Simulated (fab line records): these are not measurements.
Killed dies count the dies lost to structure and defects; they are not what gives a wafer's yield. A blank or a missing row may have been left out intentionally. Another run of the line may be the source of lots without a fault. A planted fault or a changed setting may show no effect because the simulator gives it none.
Matching of chambers ; flow n5-finfet ; N5_ILD0_ALD_15 on ald-sin-04: 4 sister chambers
The step deposits SiNx, target thk 24 nm, pulse time 1 s, ald cycles 480. 4 wafers are shown with their chamber, then 8 later ones without.

WAFERS, EACH WITH ITS CHAMBER
wafer;chamber;heater-power-w (W)
L086.4;1;854
L086.6;0;881
L088.6;3;928
L089.1;2;882

WAFERS MISSING THEIR CHAMBER
wafer;heater-power-w (W)
L089.2;868
L089.3;870
L090.1;885
L090.2;851
L090.3;902
L092.3;866
L092.4;922
L092.5;877

WHICH CHAMBER EACH WENT THROUGH
wafer;from the rows above;in truth
L089.2;can't be placed: 0 or 1 or 2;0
L089.3;can't be placed: 0 or 2 or 1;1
L090.1;can't be placed: 2 or 0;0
L090.2;1;1
L090.3;can't be placed: 2 or 0 or 3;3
L092.3;can't be placed: 1 or 0 or 2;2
L092.4;3;3
L092.5;can't be placed: 0 or 2 or 1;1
Correctly placed: 2 of 8. From these rows, 6 cannot be placed; in 6 the true chamber is one of the candidates. 0 placed wrongly.
How it was worked out, from the rows above alone: a wafer's distance from a chamber is the root of the sum, over the readings, of the square of ((its reading less the chamber's mean) divided by the reading's scatter). The wafer belongs to the nearest chamber; if the next one is less than 2 further off, it can't be placed. Each chamber's mean is taken over the wafers shown for it. The scatter (one wafer shown for each chamber): square how far every hidden wafer sits from the nearest shown wafer, average those squares and take the square root.
